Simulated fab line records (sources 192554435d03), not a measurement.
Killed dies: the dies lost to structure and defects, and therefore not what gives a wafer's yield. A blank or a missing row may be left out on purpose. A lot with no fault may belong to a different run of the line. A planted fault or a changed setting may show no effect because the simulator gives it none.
A lot that was struck, set against a sound lot || flow n5Finfet || 16 out of 1938 route steps
Sound: these wafers, L293.1, L293.3, L293.5. The struck wafers were L304.1, L304.2, L304.6. The cause is named last.
Each step with rows lists, per side, the tool, then ch with its chambers, then its first start. Under that, the readings that differ: sound wafers || struck wafers || difference of the means || sigmas: that difference in standard deviations of wafers without a fault.
alike: words and numbers the same on both sides, and readings whose means are apart by under 2 such deviations; not compared: readings that were withheld, readings missing a value for some wafer, numbers with overlapping values and no deviation given by the record, and bounds like >300 which may hide the same value.
A row with sigmas, a row that says differs or no value, or rows on one side alone: a step with any of these is where the two part. Numbers that have no deviation but don't overlap get no sigmas and don't part them. A reading missing from all wafers of one side parts the sides only when that side holds two or more wafers.

first, 8 steps without rows for these wafers: N5_BEOL_M1_COAT_62 (time 60 s, resist thk 12 nm); N5_BEOL_M1_COAT_73 (time 60 s, resist thk 5 nm); N5_BEOL_M1_COAT_05 (resist thk 30 nm); N5_BEOL_M1_EBR_07; N5_BEOL_M1_SOFTBAKE_06 (time 60 s); N5_BEOL_M1_EXPOSE_08 (exposes mask M1); N5_BEOL_M1_PEB_09 (peb time 60 s); N5_BEOL_M1_DEVELOP_10 (develop time 30 s).
N5_BEOL_M1_CD_MEAS_11 targets a cd of 17.05 nm.
  sound on cdSem-02 ch 0, day 7 10:04; struck on cdSem-01 ch 0, day 10 10:10
  alike: cdNm
N5_BEOL_M1_OVL_MEAS_12:
  sound on overlay-01 ch 0, day 7 10:05; struck on overlay-02 ch 0, day 10 10:11
{"reading": "M1_OVL (nm)", "sound": "1.0 1.5 1.4", "struck": "-0.1 -0.5 -0.2", "difference": -1.6, "sigmas": -2}
N5_BEOL_M1_INSPECT_13: inspects for defects (brightfield).
  sound on defectInspect-01 at day 7 10:09; struck on defectInspect-01 at day 10 10:14
  alike: rawDefectCount
N5_BEOL_M1_DESCUM_16: chemistry O2, time 7 s.
  sound on rieDiel-05 ch 2,3, day 7 10:11; struck on rieDiel-05 ch 0,2,3, day 10 10:23
  alike: biasPowerW, drypumpMotorCurrentA, o2FlowSccm, oesProductAu, rfVppV, showerheadPlenumPTorr, throttleValvePct
  not compared: rfHoursCounterH
N5_BEOL_M1_ETCH_74: etches underlayer in N2/H2, target depth 6.5 nm, time 5.2 s.
  sound on rieDiel-05 ch 2,3, day 7 10:13; struck on rieDiel-05 ch 0,2,3, day 10 10:25
{"reading": "biasW (W)", "sound": "150.5 150.4 149.9", "struck": "159.9 160.5 160.9", "difference": "+10.2", "sigmas": "+23"}
{"reading": "rfVppV (V)", "sound": "521.0 521.8 521.1", "struck": "544.9 544.8 546.2", "difference": "+24.0", "sigmas": "+9"}
  alike: drypumpMotorCurrentA, etchRfOnTimeS, oesProductAu, showerheadPlenumPTorr, throttleValvePct
  not compared: rfHoursCounterH
N5_BEOL_M1_ETCH_63: etches SiARC in CF4, target depth 15.6 nm, time 26 s.
  sound on rieDiel-05 ch 2,3, day 7 10:14; struck on rieDiel-05 ch 0,2,3, day 10 10:26
  alike: biasW, drypumpMotorCurrentA, etchRfOnTimeS, oesProductAu, rfVppV, showerheadPlenumPTorr, throttleValvePct
  not compared: rfHoursCounterH
-- record jumps: 3 days separate the struck wafers' starts on either side; left off in module BEOL_M1, taken up again in module BEOL_M4, whose first shown step is the route's number 1111 --
N5_BEOL_M4_RC_MEAS_101:
  sound on prober-01 ch 0, day 10 15:46; struck on prober-01 ch 0, day 13 20:25
  alike: DIBL_N, DIBL_P, IOFF_N, IOFF_P, ION_N, ION_P, SS_N, SS_P, VT_N, VT_P
-- here the record skips 4 days between the struck wafers' starts before and after, leaving off in module BEOL_M4 and picking up in module PASSIVATION (first step shown: number 1936 of the route) --
N5_PASSIVATION_PROBE_49:
  sound on prober-01 at day 15 18:56; struck on prober-01 at day 18 06:42
  alike: defectLimitedYield, killed_at_M0_to_M3, killed_at_M4_up, killedAtContacts, killedAtFrontEnd, killedAtOther, killedDies, killedOpen, killedShort, sort_bin_5_function, sort_bin_6_memory, sortNPass, sortYieldPct

## WHERE THEY PART
Earliest at N5_BEOL_M1_OVL_MEAS_12; latest, in this record, at N5_BEOL_M1_ETCH_74. Later steps at which nothing parts them and some readings are alike: N5_BEOL_M1_ETCH_63, N5_BEOL_M4_RC_MEAS_101, N5_PASSIVATION_PROBE_49.

WHY: what the simulator had put in
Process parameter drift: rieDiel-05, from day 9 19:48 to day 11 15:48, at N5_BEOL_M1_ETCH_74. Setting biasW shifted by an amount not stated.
